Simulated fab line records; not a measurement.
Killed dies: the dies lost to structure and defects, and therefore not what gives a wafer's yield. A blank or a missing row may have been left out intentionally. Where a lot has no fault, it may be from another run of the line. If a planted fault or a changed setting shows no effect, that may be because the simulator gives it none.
Chamber matching / flow nand_harc / NHARC_A_STAIRCASE_DESCUM_186 on rie_diel-10 has 4 sister chambers
The step chemistry O2, time 3 s. 20 wafers are shown with their chamber, then 10 later ones without.

WAFERS WITH THEIR CHAMBER
wafer=L075.2; chamber=3; drypump_motor_current_A (A)=5.3; showerhead_plenum_p_Torr (Torr)=1.99; throttle_valve_pct (%)=11.305
wafer=L075.3; chamber=2; drypump_motor_current_A (A)=6.1; showerhead_plenum_p_Torr (Torr)=2.02; throttle_valve_pct (%)=11.311
wafer=L075.5; chamber=2; drypump_motor_current_A (A)=6.1; showerhead_plenum_p_Torr (Torr)=2.02; throttle_valve_pct (%)=11.295
wafer=L079.1; chamber=2; drypump_motor_current_A (A)=6.1; showerhead_plenum_p_Torr (Torr)=2.02; throttle_valve_pct (%)=11.307
wafer=L079.4; chamber=1; drypump_motor_current_A (A)=5.4; showerhead_plenum_p_Torr (Torr)=2.07; throttle_valve_pct (%)=11.304
wafer=L079.6; chamber=0; drypump_motor_current_A (A)=5.3; showerhead_plenum_p_Torr (Torr)=1.81; throttle_valve_pct (%)=11.292
wafer=L080.2; chamber=3; drypump_motor_current_A (A)=5.3; showerhead_plenum_p_Torr (Torr)=1.99; throttle_valve_pct (%)=11.334
wafer=L080.4; chamber=1; drypump_motor_current_A (A)=5.4; showerhead_plenum_p_Torr (Torr)=2.07; throttle_valve_pct (%)=11.307
wafer=L080.5; chamber=1; drypump_motor_current_A (A)=5.4; showerhead_plenum_p_Torr (Torr)=2.07; throttle_valve_pct (%)=11.305
wafer=L085.1; chamber=3; drypump_motor_current_A (A)=5.3; showerhead_plenum_p_Torr (Torr)=1.98; throttle_valve_pct (%)=11.310
wafer=L085.3; chamber=0; drypump_motor_current_A (A)=5.2; showerhead_plenum_p_Torr (Torr)=1.81; throttle_valve_pct (%)=11.312
wafer=L085.6; chamber=2; drypump_motor_current_A (A)=6.1; showerhead_plenum_p_Torr (Torr)=2.01; throttle_valve_pct (%)=11.300
wafer=L088.1; chamber=2; drypump_motor_current_A (A)=6.1; showerhead_plenum_p_Torr (Torr)=2.01; throttle_valve_pct (%)=11.309
wafer=L088.2; chamber=3; drypump_motor_current_A (A)=5.3; showerhead_plenum_p_Torr (Torr)=1.98; throttle_valve_pct (%)=11.321
wafer=L088.4; chamber=0; drypump_motor_current_A (A)=5.2; showerhead_plenum_p_Torr (Torr)=1.80; throttle_valve_pct (%)=11.305
wafer=L089.2; chamber=0; drypump_motor_current_A (A)=5.2; showerhead_plenum_p_Torr (Torr)=1.80; throttle_valve_pct (%)=11.311
wafer=L089.4; chamber=3; drypump_motor_current_A (A)=5.3; showerhead_plenum_p_Torr (Torr)=1.98; throttle_valve_pct (%)=11.309
wafer=L089.5; chamber=3; drypump_motor_current_A (A)=5.3; showerhead_plenum_p_Torr (Torr)=1.98; throttle_valve_pct (%)=11.318
wafer=L091.1; chamber=0; drypump_motor_current_A (A)=5.2; showerhead_plenum_p_Torr (Torr)=1.80; throttle_valve_pct (%)=11.307
wafer=L091.2; chamber=3; drypump_motor_current_A (A)=5.3; showerhead_plenum_p_Torr (Torr)=1.98; throttle_valve_pct (%)=11.305

SIGNATURES (averages over the wafers above)
reading=drypump_motor_current_A; chamber 0=5.220; chamber 1=5.400; chamber 2=6.100; chamber 3=5.300; scatter within a chamber=0.0224
reading=showerhead_plenum_p_Torr; chamber 0=1.8040; chamber 1=2.0700; chamber 2=2.0160; chamber 3=1.9829; scatter within a chamber=0.00489
reading=throttle_valve_pct; chamber 0=11.30540; chamber 1=11.30533; chamber 2=11.30440; chamber 3=11.31457; scatter within a chamber=0.00832
Rule: for each reading, subtract the chamber's mean from the wafer's reading, divide by that reading's scatter and square the result; add these up over the readings and take the root, which gives the wafer's distance from the chamber. The wafer belongs to the nearest chamber; if the next one is less than 2 further off, it can't be placed. The scatter: take each reading less its chamber's mean, square it, sum over the shown wafers, divide by the number of wafers less the number of chambers, and take the root.

WAFERS WITHOUT THEIR CHAMBER
wafer=L091.3; drypump_motor_current_A (A)=6.1; showerhead_plenum_p_Torr (Torr)=2.01; throttle_valve_pct (%)=11.308
wafer=L092.1; drypump_motor_current_A (A)=5.4; showerhead_plenum_p_Torr (Torr)=2.06; throttle_valve_pct (%)=11.306
wafer=L092.3; drypump_motor_current_A (A)=5.3; showerhead_plenum_p_Torr (Torr)=1.98; throttle_valve_pct (%)=11.318
wafer=L092.4; drypump_motor_current_A (A)=5.2; showerhead_plenum_p_Torr (Torr)=1.80; throttle_valve_pct (%)=11.315
wafer=L097.1; drypump_motor_current_A (A)=5.3; showerhead_plenum_p_Torr (Torr)=1.98; throttle_valve_pct (%)=11.326
wafer=L097.2; drypump_motor_current_A (A)=5.2; showerhead_plenum_p_Torr (Torr)=1.80; throttle_valve_pct (%)=11.308
wafer=L097.5; drypump_motor_current_A (A)=5.5; showerhead_plenum_p_Torr (Torr)=2.06; throttle_valve_pct (%)=11.312
wafer=L096.1; drypump_motor_current_A (A)=5.4; showerhead_plenum_p_Torr (Torr)=2.05; throttle_valve_pct (%)=11.311
wafer=L096.5; drypump_motor_current_A (A)=5.2; showerhead_plenum_p_Torr (Torr)=1.80; throttle_valve_pct (%)=11.312
wafer=L096.6; drypump_motor_current_A (A)=5.4; showerhead_plenum_p_Torr (Torr)=2.05; throttle_valve_pct (%)=11.322

WHICH CHAMBER EACH ONE RAN IN
wafer=L091.3; from the rows above=2; in truth=2
wafer=L092.1; from the rows above=1; in truth=1
wafer=L092.3; from the rows above=3; in truth=3
wafer=L092.4; from the rows above=0; in truth=0
wafer=L097.1; from the rows above=3; in truth=3
wafer=L097.2; from the rows above=0; in truth=0
wafer=L097.5; from the rows above=1; in truth=1
wafer=L096.1; from the rows above=1; in truth=1
wafer=L096.5; from the rows above=0; in truth=0
wafer=L096.6; from the rows above=1; in truth=1
Placed correctly: 10 of 10. Number that these rows cannot place: 0. Wrongly placed: 0.
